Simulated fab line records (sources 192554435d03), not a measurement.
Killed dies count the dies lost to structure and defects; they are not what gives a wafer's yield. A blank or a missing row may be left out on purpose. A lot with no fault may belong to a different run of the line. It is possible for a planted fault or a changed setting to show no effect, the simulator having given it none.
2 desks looking at one fault :: flow n5Finfet :: each desk has only its own numbers; what lay behind them comes last

THE TOOL OWNER'S DESK: pvdSputter-02
The tool's own readings at N5_BEOL_M0_SAQP_HM_DEP_02 (deposits TiN, target thk 12 nm): means of the sampled wafers that have a number, for each lot that ran on this tool. A lot is out of limits, marked OUT, if its mean lies more than 4 standard deviations from the usual mean; the brackets give that distance.
Columns: A = throttleValvePct at N5_BEOL_M0_SAQP_HM_DEP_02, usual 29.7 %
lot: L726
first seen here: day 6 20:34
A: 30.6

lot: L725
first seen here: day 6 20:40
A: 30.6

lot: L727
first seen here: day 6 20:52
A: 30.4

lot: L729
first seen here: day 7 08:53
A: 28.4

lot: L732
first seen here: day 7 21:32
A: 28.2

lot: L733
first seen here: day 8 02:28
A: 30.3

lot: L743
first seen here: day 10 17:49
A: 28.9
Finding of this desk: none of the 7 lots has anything out of limits.

THE METROLOGY DESK
What the gauges read for every lot (on any tool): the sampled wafers with a number, averaged. A lot is out of limits, marked OUT, if its mean lies more than 4 standard deviations from the usual mean; the brackets give that distance. It has 12 readings; the 7 that lie furthest out on some lot are the ones shown.
Columns: A = ION_P at N5_BEOL_M4_RC_MEAS_101, usual 463 uA/um; B = SS_N at N5_BEOL_M4_RC_MEAS_101, usual 71.4 mV/dec; C = SS_P at N5_BEOL_M4_RC_MEAS_101, usual 73.4 mV/dec; D = VT_N at N5_BEOL_M4_RC_MEAS_101, usual 250.0 mV; E = VT_P at N5_BEOL_M4_RC_MEAS_101, usual -251 mV; F = PAD_OVL at N5_PASSIVATION_OVL_MEAS_63, usual 1 nm; G = cdNm at N5_PASSIVATION_CD_MEAS_44, usual 40000 nm
lot: L725
first seen here: day 11 04:40
A: 456
B: 71.6
C: 73.3
D: 251.3
E: -252
F: -6
G: 39999

lot: L726
first seen here: day 11 09:54
A: 458
B: 71.2
C: 73.2
D: 250.7
E: -252
F: -3
G: 40001

lot: L727
first seen here: day 11 12:30
A: 465
B: 71.6
C: 73.0
D: 250.1
E: -251
F: 0
G: 40003

lot: L730
first seen here: day 12 01:49
A: 468
B: 71.4
C: 73.1
D: 249.3
E: -250
F: 3
G: 40001

lot: L732
first seen here: day 12 12:07
A: 457
B: 71.1
C: 73.6
D: 251.1
E: -252
F: 4
G: 40005

lot: L733
first seen here: day 12 12:46
A: 459
B: 70.6
C: 73.3
D: 249.2
E: -255
F: -4
G: 40005

lot: L743
first seen here: day 14 15:31
A: 474
B: 72.1
C: 73.6
D: 251.0
E: -246
F: 5
G: 39998

lot: L729
first seen here: day 15 11:17
A: 454
B: 71.6
C: 73.3
D: 251.0
E: -253
F: 3
G: 39997

lot: L747
first seen here: day 15 11:43
A: 464
B: 70.8
C: 72.6
D: 253.6
E: -250
F: 7
G: 39998

lot: L744
first seen here: day 16 09:26
A: 464
B: 71.3
C: 72.9
D: 249.2
E: -252
F: -0
G: 39997
Finding of this desk: none of the 10 lots has anything out of limits.

PUT TOGETHER
The desk of the tool owner found nothing out of limits.
Metrology desk: nothing out of limits seen.

WHAT WAS PUT IN BY THE SIMULATOR
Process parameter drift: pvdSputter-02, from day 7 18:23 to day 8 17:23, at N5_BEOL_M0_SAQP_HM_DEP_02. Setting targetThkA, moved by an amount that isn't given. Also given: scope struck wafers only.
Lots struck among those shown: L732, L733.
